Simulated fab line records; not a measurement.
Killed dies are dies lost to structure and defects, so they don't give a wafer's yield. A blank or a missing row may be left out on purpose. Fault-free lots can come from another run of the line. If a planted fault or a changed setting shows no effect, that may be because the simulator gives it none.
Lot-split experiment | flow n5 finfet | 7 lots, 21 wafers read, on a route of 1938 steps

== THE SPLIT ITSELF ==
At N5_BEOL_M13_COAT_04 (resist thk 400 nm), the setting spin rpm was moved away from the recipe's 1625 rpm on 5 of the 21 wafers read, by +5.5% to +9.4%. The other wafers ran this setting at the recipe's value.

The reading is taken at the split's own step.

== THE READING ==
coat_of_BEOL_M13_COAT_04.thk nm (the simulator's own value, which no gauge read), in nm, at N5_BEOL_M13_COAT_04 (resist thk 400 nm). There is no usual value for it anywhere in the file. Average 399.8 nm, standard deviation 1 nm, over the 16 wafers here run with the recipe.

wafer  | tool, chamber at the split | spin rpm as run, rpm | against the recipe | coat_of_BEOL_M13_COAT_04.thk nm, nm | against lot-mates on the recipe
L075.1 | litho track-03, 0          | 1625                 | recipe             | 399.8                               | -
L075.3 | litho track-03, 0          | 1625                 | recipe             | 399.2                               | -
L075.6 | litho track-03, 0          | 1625                 | recipe             | 398.8                               | -
L077.1 | litho track-04, 0          | 1625                 | recipe             | 398.6                               | -
L077.2 | litho track-04, 0          | 1625                 | recipe             | 399                                 | -
L077.5 | litho track-04, 0          | 1625                 | recipe             | 399.6                               | -
L078.2 | litho track-03, 0          | 1714                 | +5.5%              | 389.2                               | -11.1
L078.3 | litho track-03, 0          | 1625                 | recipe             | 400.2                               | -
L078.4 | litho track-03, 0          | 1625                 | recipe             | 400.4                               | -
L081.2 | litho track-04, 0          | 1625                 | recipe             | 398.8                               | -
L081.3 | litho track-04, 0          | 1625                 | recipe             | 399.2                               | -
L081.5 | litho track-04, 0          | 1625                 | recipe             | 399.2                               | -
L090.4 | litho track-03, 0          | 1776                 | +9.3%              | 383.2                               | -16.0
L090.5 | litho track-03, 0          | 1625                 | recipe             | 399.2                               | -
L090.6 | litho track-03, 0          | 1776                 | +9.3%              | 381.4                               | -17.8
L091.2 | litho track-03, 0          | 1625                 | recipe             | 401.4                               | -
L091.5 | litho track-03, 0          | 1625                 | recipe             | 400.4                               | -
L091.6 | litho track-03, 0          | 1625                 | recipe             | 402.4                               | -
L092.2 | litho track-02, 0          | 1778                 | +9.4%              | 384.4                               | -16.6
L092.3 | litho track-02, 0          | 1625                 | recipe             | 401                                 | -
L092.6 | litho track-02, 0          | 1778                 | +9.4%              | 383.6                               | -17.4

THE FIT
A straight line over all 21 wafers: coat_of_BEOL_M13_COAT_04.thk nm changes by -1.79 nm for each +1% of spin rpm; r = -0.99; the points scatter about the line by 1.1 nm.
The same after taking each lot's own level away (the mean of its wafers on the recipe; 21 wafers): -1.83 nm for each +1%; r = -1.00; scatter 0.58 nm.
That fit puts the effect of the largest move of spin rpm on the reading at 17 nm.
The span of the lots' own levels, 399.07 to 401.40 nm, comes to 2.3 times the standard deviation stated above.
The two slopes agree, so the slope changes little with the lot-to-lot level.
Check: -17.4 nm against its lot-mates is what the line predicts for one of the wafers moved furthest among these (+9.4%) when that wafer is left out of the fit. It came out at -16.6 nm against them.

== FURTHER SPLITS ON THESE WAFERS ==
These wafers also went through other splits before the reading. Each is held against what the fit with the lots' levels taken away leaves over:
other split on the same wafers | wafers away from the commonest value | r with coat_of_BEOL_M13_COAT_04.thk nm (lot level and that fit taken away)
N5_BEOL_M13_ILD_DEP_00 time s  | 2                                    | -0.16

== THE FILE'S OWN FIT ==
coat_of_BEOL_M13_COAT_04.thk nm changes by -1.84 nm for each +1% of spin rpm, r = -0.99.
